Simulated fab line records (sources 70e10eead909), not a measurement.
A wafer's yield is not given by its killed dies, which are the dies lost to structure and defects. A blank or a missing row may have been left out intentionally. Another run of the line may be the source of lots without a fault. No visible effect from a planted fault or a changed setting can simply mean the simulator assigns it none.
Matching of chambers ; flow nand harc ; NHARC_A_BLC_ALD_23 on ald metal-03: 4 sister chambers
The step deposits TiN, target thk 3 nm, pulse time 1 s, ald cycles 150. 8 wafers are shown with their chamber, then 10 later ones without.

## WAFERS WITH THEIR CHAMBER
wafer;chamber;heater power w (W);precursor pulse height rel
L076.2;3;925;1.032
L080.4;3;857;0.989
L084.4;2;995;0.980
L084.5;1;1147;1.010
L086.5;1;1117;1.033
L086.6;2;967;1.032
L085.2;0;955;0.960
L085.5;0;951;1.043

## WAFERS WITH NO CHAMBER GIVEN
wafer;heater power w (W);precursor pulse height rel
L085.6;870;0.968
L088.1;1090;1.029
L088.4;955;1.018
L088.6;885;1.004
L092.2;1106;0.989
L092.3;945;1.007
L092.5;980;0.955
L092.1;887;1.030
L092.4;1018;1.012
L092.6;1120;0.989

## WHICH CHAMBER EACH WENT THROUGH
wafer;from the rows above;in truth
L085.6;can't be placed: 3 or 0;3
L088.1;1;1
L088.4;can't be placed: 0 or 2 or 3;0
L088.6;3;3
L092.2;1;1
L092.3;can't be placed: 0 or 2 or 3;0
L092.5;can't be placed: 2 or 0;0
L092.1;can't be placed: 3 or 0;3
L092.4;can't be placed: 2 or 0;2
L092.6;1;1
Placed correctly: 4 of 10. Not placeable from these rows: 6 (in 6, the candidates include the true chamber). Wrongly placed: 0.
How it was worked out, from the rows above alone: a wafer's distance from a chamber is the root of the sum, over the readings, of the square of ((its reading less the chamber's mean) divided by the reading's scatter). If the next closest chamber is less than 2 further off than the closest, the wafer can't be placed; otherwise it belongs to the closest. A chamber's mean is the mean of its shown wafers. The scatter: the root of (the sum of the squares of (reading less its chamber's mean) over the shown wafers, divided by (wafers less chambers)).
